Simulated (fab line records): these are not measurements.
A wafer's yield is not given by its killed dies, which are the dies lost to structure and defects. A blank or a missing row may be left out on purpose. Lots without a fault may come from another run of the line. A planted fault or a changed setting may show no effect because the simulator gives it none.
Struck lot and sound lot, side by side :: flow n5_finfet :: 15 steps out of a route of 1938
Sound: these wafers, L580.1, L580.3, L580.5. Wafers struck: L590.2, L590.3, L590.4. The cause comes at the end.
Per side, at each step with rows, come the tool, then ch with its chambers, and then its first start. Under that, the readings that differ: sound wafers :: struck wafers :: difference of the means :: sigmas: that difference in standard deviations of wafers without a fault.
alike: words and numbers the same on both sides, and readings whose means are apart by under 2 such deviations; not compared: readings that were withheld, readings missing a value for some wafer, numbers with overlapping values and no deviation given by the record, and bounds like >300 which may hide the same value.
Wherever a step has rows on one side only, a row that says differs or no value, or a row with sigmas, the two part there. Numbers that don't overlap but have no deviation are shown without sigmas and don't part them. A reading that every wafer of one side lacks parts them only if that side has two wafers or more.

first, 5 steps without rows for these wafers: N5_BEOL_M15_SOFTBAKE_05 (time 60 s); N5_BEOL_M15_EXPOSE_07 (exposes mask V14); N5_BEOL_M15_PEB_08 (peb time 90 s); N5_BEOL_M15_DEVELOP_09 (develop time 45 s); N5_BEOL_M15_HARDBAKE_14 (time 120 s).
N5_BEOL_M15_CD_MEAS_10: target cd 360 nm.
  sound on cd_sem-02 ch 0, day 11 19:14; struck on cd_sem-03 ch 0, day 14 19:41
  alike: cd_nm
N5_BEOL_M15_OVL_MEAS_11:
  sound on overlay-01 ch 0, day 11 19:16; struck on overlay-01 ch 0, day 14 19:43
  alike: V14_OVL
N5_BEOL_M15_INSPECT_12: inspects for defects (macro).
  sound on defect_inspect-02 at day 11 19:17; struck on defect_inspect-01 at day 14 19:44
  alike: raw_defect_count
N5_BEOL_M15_DESCUM_15: chemistry O2, time 7.9 s.
  sound on rie_diel-04 ch 0,1, day 11 19:22; struck on rie_diel-02 ch 0,1,2, day 14 19:59
  alike: drypump_motor_current_A, o2_flow_sccm, oes_product_au, rf_vpp_V, showerhead_plenum_p_Torr, throttle_valve_pct
  not compared: rf_hours_counter_h
N5_BEOL_M15_ETCH_59: etches BARC in N2/H2, target depth 89 nm, overetch 26.7 nm, time 67.9 s.
  sound on rie_diel-04 ch 0,1, day 11 19:23; struck on rie_diel-02 ch 0,1,2, day 14 20:01
  alike: drypump_motor_current_A, oes_product_au, rf_vpp_V, showerhead_plenum_p_Torr, throttle_valve_pct
  not compared: rf_hours_counter_h
N5_BEOL_M15_VIA_ETCH_16: etches SiO2 in C4F8/O2/Ar, target depth 1792.2 nm.
  sound on rie_diel-04 ch 0,1, day 11 19:27; struck on rie_diel-02 ch 0,1,2, day 14 20:04
reading: rf_vpp_V (V)
sound: 2183 2355 2354
struck: 2218 2118 2185
difference: -124
sigmas: -2
  alike: drypump_motor_current_A, he_inner_torr, oes_product_au, showerhead_plenum_p_Torr, throttle_valve_pct
N5_BEOL_M15_STRIP_63: strips in O2.
  sound: rie_diel-04 ch 0,1; struck: rie_diel-02 ch 0,1,2
  alike: chamber_pressure_mTorr, drypump_motor_current_A, o2_flow_sccm, oes_product_au, rf_vpp_V, showerhead_plenum_p_Torr, throttle_valve_pct
  not compared: rf_hours_counter_h
N5_BEOL_M15_STRIP_64: strips in O2.
  sound on rie_diel-04 ch 0,1, day 11 19:00; struck on rie_diel-02 ch 0,1,2, day 14 20:00
reading: chamber_pressure_mTorr (mTorr)
sound: 30.015 30.003 30.031
struck: 21.004 20.954 20.922
difference: -9.056
sigmas: -99 or more
  alike: drypump_motor_current_A, o2_flow_sccm, oes_product_au, rf_vpp_V, showerhead_plenum_p_Torr, throttle_valve_pct
  not compared: rf_hours_counter_h
then, 1 step without rows for these wafers: N5_BEOL_M15_STRIP_65 (strips in post etch residue remover, time 60 s).
N5_PASSIVATION_PROBE_49:
  sound on prober-02 at day 12 15:14; struck on prober-01 at day 15 19:34
  alike: defect_limited_yield, killed_at_M0_to_M3, killed_at_M4_up, killed_at_contacts, killed_at_front_end, killed_at_other, killed_dies, killed_open, killed_short, sort_bin_5_function, sort_bin_6_memory, sort_n_pass, sort_yield_pct

## WHERE THEY PART
First at N5_BEOL_M15_VIA_ETCH_16; last, within this record, at N5_BEOL_M15_STRIP_64. Later steps at which nothing parts them and some readings are alike: N5_PASSIVATION_PROBE_49.

WHY: the cause the simulator had injected
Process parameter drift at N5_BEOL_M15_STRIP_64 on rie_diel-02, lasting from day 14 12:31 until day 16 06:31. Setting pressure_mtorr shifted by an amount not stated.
